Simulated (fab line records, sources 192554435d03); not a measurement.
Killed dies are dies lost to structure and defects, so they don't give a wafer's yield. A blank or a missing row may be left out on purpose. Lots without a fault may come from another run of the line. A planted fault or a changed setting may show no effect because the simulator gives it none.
fab line records | flow n5_finfet
record lots=4 wafers=12 last_day=15
route steps=1938 shown TV_LITHO@1886 TV_OPEN@1887 PAD_METAL@1893 PASSIVATION@1897
lots that met no fault: from a run of the same line without faults
start_h: hours from the record's first day to the start of the lot's first wafer shown | wait_h: hours since the lot's step before | " the same as in the row above | L1.1+2: a row that stands for several wafers | - no value, or no start given | * or withheld: withheld | < > ~ a bound
route shown NAME@n: a module of which the file shows steps, and the number in the route of the first | usual: mean/standard deviation of fault-free wafers | same: alike in all rows | chamber/n: place in a boat | sites: the reading at each site | _std_site: their standard deviation | _edge_site: outer sites' mean less inner sites' | radius_mm: how far each site lies from the wafer's centre | mask NAME#n: copy n | behind: the tool/chamber that last shaped the wafer | hold: why the lot was held/for how many hours/how that ended | device: the transistor (n, p or np) that didn't switch | end of line: the same wafers' tests at the end of the route | a step without rows: its recipe alone | killed: dies lost to structure and defects at the first sort, not the wafer's yield | map: a wafer's dies, x killed, . not, _ none there
set.NAME: the setting as run; set.NAME@STEP: as run at that earlier step | model.NAME: the simulator's own value behind a step, which no gauge read
lots at some steps of the route; a table a step, a row a wafer
services: from which hour (start_h, from the record's first day; less than 0 if before it) a tool's chamber was out of use, for how many hours, and why
## steps
# step N5_PASSIVATION_DESCUM_12
# recipe chemistry=O2 time_s=7.9 source_power_w=50 bias_power_w=20 pressure_mtorr=20 rf_frequency_hz=2.712e+07 temp_c=40 o2_flow_sccm=225
# step N5_PASSIVATION_PASS_ETCH_74
# recipe chemistry=CF4/O2 target=SiNx target_depth_a=2200 time_s=110 ion_energy_ev=100 pressure_mtorr=40 source_w=535 bias_w=49 Ar_flow_sccm=100 cf4_flow_sccm=100 O2_flow_sccm=10
# step N5_PASSIVATION_VIA_ETCH_13
# recipe chemistry=CHF3/O2 target=SiO2 target_depth_a=6600 CHF3_flow_sccm=50 O2_flow_sccm=5 Ar_flow_sccm=200 time_s=330 mask_material=PR pressure_mtorr=30 source_w=650 bias_w=170 ion_energy_ev=200 ends=cleared
# step N5_PASSIVATION_STRIP_14
# recipe chemistry=O2 power_w=600 temp_c=60 pressure_mtorr=30 rf_frequency_hz=6e+07 bias_power_w=0 overash_fraction=0.5 o2_flow_sccm=225
# step N5_PASSIVATION_ETCH_15
# recipe chemistry=CF4/N2 target=SiCN target_depth_a=750 taper_deg=2 time_s=81.2 ion_energy_ev=150 mask_material=SiNx pressure_mtorr=40 source_w=430 bias_w=70 Ar_flow_sccm=100 cf4_flow_sccm=60 n2_flow_sccm=60
# step N5_PASSIVATION_STRIP_73
# recipe chemistry=post_etch_residue_remover time_s=60 temp_c=25 remover_ph=withheld remover_water_wt_pct=withheld remover_fluoride_wt_pct=withheld
# step N5_PASSIVATION_SRD_17
# recipe time_s=30 temp_c=23 rinse_liquid=diw dry=n2_spin spin_rpm=1500 dry_time_s=30
# step N5_PASSIVATION_DEGAS_18
# recipe ambient=vacuum temp_c=300 time_s=60
# step N5_PASSIVATION_PRE_CLEAN_19
# recipe gas=H2/He time_s=* temp_c=*
# step N5_PASSIVATION_SPUTTER_20
# recipe material=TaN target_thk_a=500 temp_c=25 chamber_pressure_pa=0.4
# usual throttle_valve_pct=29.7/1.1
# columns lot.wafer tool chamber start_h wait_h throttle_valve_pct
L601.2 pvd_sputter-03 - 300.31 0.0 27.5
L601.3 " - " " 28.9
L601.6 " - " " 27.5
L602.1 pvd_sputter-03 - 308.04 0.0 29.2
L602.2 " - " " 29.7
L602.6 " - " " 29.5
L605.1 pvd_sputter-01 - 320.02 0.0 28.3
L605.4 " - " " 30.2
L605.6 " - " " 28.2
L610.1 pvd_sputter-03 - 344.99 0.0 29.4
L610.2 " - " " 29.0
L610.3 " - " " 30.1
# step N5_PASSIVATION_AL_DEP_21
# recipe material=Al target_thk_a=28000 temp_c=400 time_s=170 power_w=30000 chamber_pressure_pa=0.4 gas=Ar
# step N5_PASSIVATION_HMDS_23
# recipe time_s=60 temp_c=120
# step N5_PASSIVATION_COAT_24
# recipe spin_rpm=3000 resist_thk_nm=withheld
# step N5_PASSIVATION_EBR_26
# recipe solvent=PGMEA ebr_width_mm=1.5
# step N5_PASSIVATION_SOFTBAKE_25
# recipe temp_c=100 time_s=90
# step N5_PASSIVATION_EXPOSE_27
# recipe mask_id=PAD na=0.55 source_shape=conventional sigma_outer=0.8 polarization=unpolarized defocus_nm=0 dose_mj=32.3
# step N5_PASSIVATION_PEB_28
# recipe peb_temp_c=withheld peb_time_s=*
# step N5_PASSIVATION_DEVELOP_29
# recipe develop_time_s=60 rinse_liquid=diw dry=air_spin dev_temp_c=21
# step N5_PASSIVATION_HARDBAKE_31
# recipe temp_c=130 time_s=120
# step N5_PASSIVATION_DESCUM_32
# recipe chemistry=O2 time_s=7.9 source_power_w=50 bias_power_w=20 pressure_mtorr=20 rf_frequency_hz=2.712e+07 temp_c=40 o2_flow_sccm=225
# step N5_PASSIVATION_AL_ETCH_33
# recipe chemistry=Cl2/BCl3 target_depth_a=28000 over_etch_frac=0.15 Cl2_flow_sccm=180 bcl3_flow_sccm=60 target=Al stop_on=TaN time_s=466.7 ion_energy_ev=100 pressure_mtorr=10 icp_w=900 bias_w=100
# step N5_PASSIVATION_ETCH_59
# recipe chemistry=Cl2/BCl3 target=TaN target_depth_a=650 time_s=34.9 ion_energy_ev=100 pressure_mtorr=10 icp_w=900 bias_w=100 Cl2_flow_sccm=60 bcl3_flow_sccm=30
# step N5_PASSIVATION_STRIP_34
# recipe chemistry=O2 power_w=600 temp_c=60 pressure_mtorr=30 rf_frequency_hz=6e+07 bias_power_w=0 overash_fraction=2 o2_flow_sccm=225
# step N5_PASSIVATION_STRIP_51
# recipe chemistry=post_etch_residue_remover time_s=1200 temp_c=72.5
# step N5_PASSIVATION_CLEAN_69
# recipe chemistry=IPA time_s=180 temp_c=25
# step N5_PASSIVATION_SRD_70
# recipe dry=ipa_marangoni time_s=30 temp_c=23 rinse_liquid=diw
# step N5_PASSIVATION_PECVD_53
# recipe material=SiO2 target_thk_a=8000 temp_c=400 precursor=TEOS/O2 pressure_torr=6.5 rf_w=withheld teos_flow_sccm=withheld gas=O2 flow_sccm=2650 time_s=169.4
# step N5_PASSIVATION_PECVD_35
# recipe material=SiNx target_thk_a=7000 temp_c=400 precursor=SiH4/NH3/N2 pressure_torr=4.9 rf_w=1406 time_s=151.3
# step N5_PASSIVATION_HMDS_37
# recipe time_s=60 temp_c=120
# step N5_PASSIVATION_COAT_38
# recipe spin_rpm=3000 resist_thk_nm=withheld
# step N5_PASSIVATION_EBR_40
# recipe solvent=PGMEA ebr_width_mm=1.5
# step N5_PASSIVATION_SOFTBAKE_39
# recipe temp_c=110 time_s=120
# step N5_PASSIVATION_EXPOSE_41
# recipe mask_id=PASS_OPEN na=0.55 defocus_nm=0 source_shape=conventional sigma_outer=0.8 polarization=unpolarized target_cd_nm=40000 dose_mj=57.25
# step N5_PASSIVATION_PEB_42
# recipe peb_temp_c=withheld peb_time_s=*
# step N5_PASSIVATION_DEVELOP_43
# recipe develop_time_s=60 rinse_liquid=diw dry=air_spin dev_temp_c=21
# step N5_PASSIVATION_HARDBAKE_45
# recipe temp_c=130 time_s=120
# step N5_PASSIVATION_PROBE_49
# usual defect_limited_yield=91.3/1.5 killed_at_M0_to_M3=35/8.7 killed_at_M4_up=14/5.5 killed_at_contacts=11/5.6 killed_at_front_end=39/13 killed_at_other=3.7/2.2 killed_dies=103/18 killed_open=69/14 killed_short=33/7.8 sort_bin_5_function=5.1/0.99 sort_bin_6_memory=3.3/0.67 sort_n_pass=1077/18 sort_yield_pct=91.2/1.5
# same gross_dies=1180 killed_at_back_side=0 sort_bin_4_leakage[%]=0 sort_bin_8_speed[%]=0
# columns lot.wafer tool chamber start_h wait_h defect_limited_yield[%] killed_at_M0_to_M3 killed_at_M4_up killed_at_contacts killed_at_front_end killed_at_other killed_dies killed_open killed_short sort_bin_5_function[%] sort_bin_6_memory[%] sort_n_pass sort_yield_pct[%]
L602.1 prober-02 - 313.85 0.0 88.9 55 8 5 51 12 131 85 41 6.4 3.6 1049 88.9
L602.2 prober-02 - 313.90 0.1 93.1 32 15 4 14 17 82 43 31 3.7 2.5 1098 93.1
L602.6 prober-02 - 314.10 0.3 90.8 36 8 10 43 11 108 60 40 5.4 2.7 1072 90.8
L610.1 prober-02 - 350.78 0.0 89.4 46 7 7 52 13 125 80 36 5.4 4.0 1055 89.4
L610.2 prober-02 - 350.83 0.1 88.9 50 17 12 43 9 131 86 35 6.4 3.7 1049 88.9
L610.3 prober-02 - 350.88 0.1 88.1 47 10 7 68 8 140 91 40 6.4 4.3 1040 88.1
# killed by level:class
L602.1 FIN_SAQP:geometric_particle:short=14 BEOL_M0_SAQP:geometric_particle:open=14 BEOL_M1:geometric_particle:open=13 FIN_SAQP:geometric_particle:open=9 BEOL_M0_SAQP:geometric_particle:short=9 BEOL_M2:geometric_particle:open=8 DUMMY_GATE:geometric_particle:open=7 STI_FIN_REVEAL:geometric_particle:open=6
L602.2 BEOL_M2:geometric_particle:open=9 PAD_METAL:area_sputter=7 BEOL_M3:geometric_particle:short=6 BEOL_M4:geometric_particle:open=5 BEOL_M0_SAQP:geometric_particle:short=4 BEOL_M1:geometric_particle:open=4 BEOL_M1:geometric_particle:short=4 MIM_BOT:geometric_particle:short=4
L602.6 GATE_CUT:geometric_particle:short=10 FIN_SAQP:geometric_particle:open=9 MOL_CONTACT_COAG:geometric_particle:open=9 BEOL_M0_SAQP:geometric_particle:short=8 STI_FIN_REVEAL:geometric_particle:open=8 BEOL_M0_SAQP:geometric_particle:open=8 BEOL_M1:geometric_particle:open=8 PAD_METAL:area_sputter=8
L610.1 BEOL_M2:geometric_particle:open=18 BEOL_M3:geometric_particle:open=13 STI_FIN_REVEAL:geometric_particle:open=9 PAD_METAL:area_sputter=9 FIN_SAQP:geometric_particle:short=7 FIN_SAQP:geometric_particle:open=6 GATE_CUT:geometric_particle:short=6 BEOL_M0_SAQP:geometric_particle:open=5
L610.2 BEOL_M0_SAQP:geometric_particle:open=14 BEOL_M3:geometric_particle:open=11 MOL_CONTACT_COAG:geometric_particle:open=10 PAD_METAL:area_sputter=8 FIN_SAQP:geometric_particle:open=7 FIN_SAQP:geometric_particle:short=7 STI_FIN_REVEAL:geometric_particle:open=6 BEOL_M0_SAQP:geometric_particle:short=6
L610.3 BEOL_M2:geometric_particle:open=13 BEOL_M0_SAQP:geometric_particle:open=13 FIN_SAQP:geometric_particle:open=12 BEOL_M0_SAQP:geometric_particle:short=11 ILD0:geometric_particle:short=9 FIN_SAQP:geometric_particle:short=8 STI_FIN_REVEAL:geometric_particle:open=8 DUMMY_GATE:geometric_particle:open=8
# map L602.1 (x killed, . not)
_________________.xx....xxx..________________
______________......x....x.....x_____________
___________......................x.__________
__________x..........x..x.x.x......._________
________.............................._______
_______.....x................x.........______
______.xx....................x.x........_____
_____.............x......x......x..x.x...____
____..x..........x..................x...x.___
___......x...........xx......xx.......x....__
___.x..x.xxx.......x...x.......x...........__
__.xx.......x........xx.....x..............._
__....xx..................x..........x......_
_.x.................x........................
_................x.....................x.x...
_.x..............x..x....x...x..x.x...x......
_.....x...........x..xxx................x...x
_....x.........x..x..............x...........
_x..x.........x.........x................xx..
_................x.x.xx................x...x.
_................x..........x...........x....
__........................xx................_
__.x...x......x..........x.........x........_
___........x...........x..x..............x.__
___.x.....x...............x..........x.....__
____...x....x..........xxx.........x......___
_____.....................x..x..........x____
______..........x......................._____
_______..x.....x.x.x.x.......x.........______
________..........x..................._______
__________....x....................._________
___________............x....x.....x__________
______________.................._____________
_________________..x.....x.x.________________
# map L610.3 (x killed, . not)
_________________.x...x......________________
______________..xx...........x.._____________
___________.xx..................x..__________
__________.x....x......x..........xx_________
________...............x....x.x......._______
_______................................______
______................x.......x.......x._____
_____............x...x...x.......x.......____
____.....x.x....................x.........___
___.....x.......x.............x.....x..x..x__
___...............x.x....x..x..............__
__...................x...x...............x.x_
__..x.....x......x.x....................x..x_
_............x..........................x....
_....xx....x.....x..........x................
_..xx..x.x..x................................
_.......x...x.x......x.................x.....
_.................x.............x.x..x..xx...
_.x............x.x.x.x...x...................
_.....x..............x..........x............
_...................x........x...x..x.x......
__........x...x....................x......xx_
__..x...........x...............x.x...x....x_
___.........x......x.x...x..x...........x..__
___....x....x.....x..x...............x.x..x__
____...xxx.....x....x.....x..............x___
_____............xx...........x.......x..____
______.........x.......x................_____
_______...x.............x....x.........______
________x.x.....xxx..................._______
__________.....x..........x........._________
___________..xx..x.....x.x.....x...__________
______________.....x.x.x........_____________
_________________....x.......________________
## services
# columns tool chamber start_h hours kind
pvd_sputter-03 - 277.53 2.1 repair
## key
first_sign step=N5_PASSIVATION_PROBE_49 reading=killed_at_other direction=up sigmas=3.7 usual=3.7 struck=11.7
effect none on later readings
met_at N5_PASSIVATION_SPUTTER_20
struck_wafers L602.1,L602.2,L602.6,L610.1,L610.2,L610.3
onset_between 300.31 308.04
fault kind=site_profile_drift tool=pvd_sputter-03 chamber=- onset_h=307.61 steps=N5_PASSIVATION_SPUTTER_20 basis=fraction max_abs_drift=0.4958 slope_share_per_hr=110.18 site_pattern=0,0,0,0,0,-1,-1,-1,-1
